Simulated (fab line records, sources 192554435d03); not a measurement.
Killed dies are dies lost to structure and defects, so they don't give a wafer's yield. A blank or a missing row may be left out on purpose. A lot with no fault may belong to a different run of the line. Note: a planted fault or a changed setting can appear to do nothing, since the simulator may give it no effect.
Split-lot experiment -- flow n5_finfet -- 7 lots, 21 wafers read, on a route of 1938 steps

== ABOUT THE SPLIT ==
At N5_BEOL_M12_SPUTTER_44 (material Ta, target thk 10 nm, time 16.13 s), the setting time_s was moved away from the recipe's 16.13 s on 3 of the 21 wafers read, by -13.6% to +8.9%. For the rest of the wafers, this setting stayed at what the recipe calls for.

The split's own step is where the reading is taken.

== THE READING ==
Ta_of_BEOL_M12_SPUTTER_44.thk_nm (the simulator's own value, which no gauge read), in nm, at N5_BEOL_M12_SPUTTER_44 (material Ta, target thk 10 nm, time 16.13 s). The file gives no usual value for it. The 18 wafers here that ran the recipe average 10.0 nm, standard deviation 0.092 nm.

wafer,"tool, chamber at the split","time_s as run, s",against the recipe,"Ta_of_BEOL_M12_SPUTTER_44.thk_nm, nm",against lot-mates on the recipe
L076.1,"pvd_sputter-01, -",16.13,recipe,10,-
L076.2,"pvd_sputter-01, -",16.13,recipe,10,-
L076.3,"pvd_sputter-01, -",17.57,+8.9%,10.8,+0.8
L078.4,"pvd_sputter-02, -",14.66,-9.1%,9,-1.1
L078.5,"pvd_sputter-02, -",16.13,recipe,10,-
L078.6,"pvd_sputter-02, -",16.13,recipe,10.2,-
L082.3,"pvd_sputter-03, -",16.13,recipe,10,-
L082.5,"pvd_sputter-03, -",16.13,recipe,10,-
L082.6,"pvd_sputter-03, -",16.13,recipe,9.8,-
L085.2,"pvd_sputter-02, -",13.93,-13.6%,8.8,-1.2
L085.3,"pvd_sputter-02, -",16.13,recipe,10,-
L085.4,"pvd_sputter-02, -",16.13,recipe,10,-
L086.2,"pvd_sputter-02, -",16.13,recipe,10.2,-
L086.6,"pvd_sputter-02, -",16.13,recipe,10.2,-
L086.5,"pvd_sputter-02, -",16.13,recipe,10,-
L089.1,"pvd_sputter-02, -",16.13,recipe,10,-
L089.2,"pvd_sputter-02, -",16.13,recipe,10,-
L089.4,"pvd_sputter-02, -",16.13,recipe,10,-
L091.1,"pvd_sputter-01, -",16.13,recipe,10,-
L091.3,"pvd_sputter-01, -",16.13,recipe,10,-
L091.4,"pvd_sputter-01, -",16.13,recipe,10,-

FIT RESULTS
A straight line over all 21 wafers: Ta_of_BEOL_M12_SPUTTER_44.thk_nm changes by +0.0941 nm for each +1% of time_s; r = +0.97; the points scatter about the line by 0.099 nm.
The same after taking each lot's own level away (the mean of its wafers on the recipe; 21 wafers): +0.0958 nm for each +1%; r = +0.98; scatter 0.085 nm.
According to that fit, moving time_s by its largest amount changes the reading by 1.3 nm.
Measured against the standard deviation above, the lots' own levels, which go from 9.93 to 10.13 nm, span 2.2 times it.
Hence the lot-to-lot level has little effect on the slope; both slopes agree.
Check: for one of the wafers moved furthest among these (-13.6%), held out of the fit, the line's prediction against its lot-mates is -1.45 nm. Against them it came out at -1.2 nm.

== OTHER SPLITS APPLIED TO THESE WAFERS ==
These wafers also went through other splits before the reading. Each is held against what the fit with the lots' levels taken away leaves over:
other split on the same wafers,wafers away from the commonest value,r with Ta_of_BEOL_M12_SPUTTER_44.thk_nm (lot level and that fit taken away)
N5_BEOL_M8_COAT_22 spin_rpm,5,+0.25
N5_BEOL_M9_HM_DEP_02 target_thk_a,3,+0.31
N5_BEOL_M9_COAT_60 spin_rpm,9,+0.46
N5_BEOL_M10_ILD_DEP_00 time_s,10,+0.18
N5_BEOL_M12_ILD_DEP_00 time_s,7,+0.12

== FILE'S OWN FIT ==
Ta_of_BEOL_M12_SPUTTER_44.thk_nm changes by +0.0961 nm for each +1% of time_s, r = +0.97.
